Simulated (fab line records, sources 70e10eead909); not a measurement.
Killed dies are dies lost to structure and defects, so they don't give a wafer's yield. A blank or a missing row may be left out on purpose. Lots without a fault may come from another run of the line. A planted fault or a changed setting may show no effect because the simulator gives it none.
Chamber matching | flow nand_harc | NHARC_A_CHANNEL_HOLE_D1_ETCH_39 on rie_diel-01: 4 sister chambers
The step etches the open film in N2/H2, target depth 260 nm, time 325 s. 4 wafers are shown with their chamber, then 9 later ones without.

WAFERS WITH THEIR CHAMBER
wafer  | chamber | showerhead_plenum_p_Torr (Torr)
L916.6 | 1       | 2.00
L917.1 | 2       | 2.11
L917.5 | 3       | 1.99
L917.6 | 0       | 2.02

WAFERS WITHOUT THEIR CHAMBER
wafer  | showerhead_plenum_p_Torr (Torr)
L918.1 | 1.99
L918.4 | 2.02
L918.6 | 2.02
L921.1 | 2.10
L921.3 | 2.02
L921.4 | 2.00
L922.1 | 2.10
L922.3 | 2.02
L922.4 | 1.99

WHICH CHAMBER EACH WENT THROUGH
wafer  | from the rows above | in truth
L918.1 | 3                   | 3
L918.4 | 0                   | 0
L918.6 | 0                   | 0
L921.1 | 2                   | 2
L921.3 | 0                   | 0
L921.4 | 1                   | 1
L922.1 | 2                   | 2
L922.3 | 0                   | 0
L922.4 | 3                   | 3
Placed correctly: 9 of 9. Can't be placed from these rows: 0. Placed wrongly: 0.
How it was worked out, from the rows above alone: a wafer's distance from a chamber is the root of the sum, over the readings, of the square of ((its reading less the chamber's mean) divided by the reading's scatter). The wafer belongs to the nearest chamber; if the next one is less than 2 further off, it can't be placed. A chamber's mean is the mean of its shown wafers. The scatter: with one shown wafer a chamber, the root of the mean of the squares of how far each hidden wafer lies from its nearest shown one.
